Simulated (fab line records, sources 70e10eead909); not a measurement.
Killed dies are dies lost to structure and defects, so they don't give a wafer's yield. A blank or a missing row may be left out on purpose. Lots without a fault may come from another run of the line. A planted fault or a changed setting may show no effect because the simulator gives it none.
A struck lot beside a sound one | flow nand_harc | 15 steps out of a route of 1159
Sound: wafers L166.1, L166.3, L166.5. Struck: wafers L171.2, L171.5, L171.6. The cause comes at the end.
At each step with rows: each side's tool, then ch and its chambers, then its first start. Under that, the readings that differ: sound wafers | struck wafers | difference of the means | sigmas: that difference in standard deviations of wafers without a fault.
alike: readings whose means differ by less than 2 such deviations, and words and numbers that are the same on both sides. not compared: withheld readings, readings that some wafer has no value for, bounds like >300 that may hide the same value, and numbers for which the record gives no deviation and whose values overlap.
The two part at a step that has a row with sigmas, a row that says differs or no value, or rows on one side only. Numbers that don't overlap but have no deviation are shown without sigmas and don't part them. A reading that every wafer of one side lacks parts them only if that side has two wafers or more.

first, 1 step without rows for these wafers: NHARC_A_ONON_D1_DEP_12 (target thk 1000 nm).
NHARC_A_ONON_D1_THK_MEAS_14: measures by ellipsometry.
  sound on film_metro-02, day 9 07:26; struck on film_metro-02, day 10 20:43
  alike: thk_nm
then, 2 steps without rows for these wafers: NHARC_A_ONON_D1_ANNEAL_15 (time 3600 s); NHARC_A_ONON_D1_DEP_16 (target thk 1000 nm).
NHARC_A_ONON_D1_THK_MEAS_18: measures by ellipsometry.
  sound on film_metro-01, day 9 14:32; struck on film_metro-02, day 11 04:22
  alike: thk_nm
then, 1 step without rows for these wafers: NHARC_A_ONON_D1_DEP_19 (target thk 1000 nm).
NHARC_A_ONON_D1_THK_MEAS_21: measures by ellipsometry.
  sound on film_metro-02, day 9 15:07; struck on film_metro-02, day 11 04:55
  alike: thk_nm
then, 1 step without rows for these wafers: NHARC_A_ONON_D1_DEP_22 (target thk 1000 nm).
NHARC_A_ONON_D1_THK_MEAS_24: measures by ellipsometry.
  sound on film_metro-01, day 9 15:41; struck on film_metro-02, day 11 05:29
  alike: thk_nm
then, 1 step without rows for these wafers: NHARC_A_ONON_D1_DEP_25 (target thk 1000 nm).
NHARC_A_ONON_D1_THK_MEAS_27: measures by ellipsometry.
  sound on film_metro-01, day 9 16:14; struck on film_metro-02, day 11 06:04
  alike: thk_nm
NHARC_A_ONON_D1_DEP_28: target thk 1000 nm.
  sound on pecvd_onon-02 ch 0, day 9 16:18; struck on pecvd_onon-01 ch 0, day 11 06:11
NHARC_A_ONON_D1_THK_MEAS_30: measures by ellipsometry.
  sound on film_metro-02, day 9 16:49; struck on film_metro-02, day 11 06:38
  reading     | sound          | struck      | difference | sigmas
  thk_nm (nm) | 1009 1010 1008 | 649 649 647 | -361       | -33
NHARC_A_ONON_D1_DEP_33: deposits SiO2, target thk 200 nm.
  sound on pecvd-03 ch 0,2, day 9 17:03; struck on pecvd-04 ch 1,2, day 11 06:47
  alike: heater_power_w, throttle_valve_pct
  not compared: since_wet_clean_h
-- the record jumps here: 12 days lie between the struck wafers' starts before and after (it left off in module A_ONON_D1 and takes up again in module END, whose first step shown is number 1159 of the route) --
NHARC_END_SORT_01:
  the record has rows for the struck wafers here (prober-02 ch 0, day 23 01:22) and none for the sound ones

WHERE THEY PART
First at NHARC_A_ONON_D1_THK_MEAS_30; last, within this record, at NHARC_END_SORT_01.

WHY: what the simulator had put in
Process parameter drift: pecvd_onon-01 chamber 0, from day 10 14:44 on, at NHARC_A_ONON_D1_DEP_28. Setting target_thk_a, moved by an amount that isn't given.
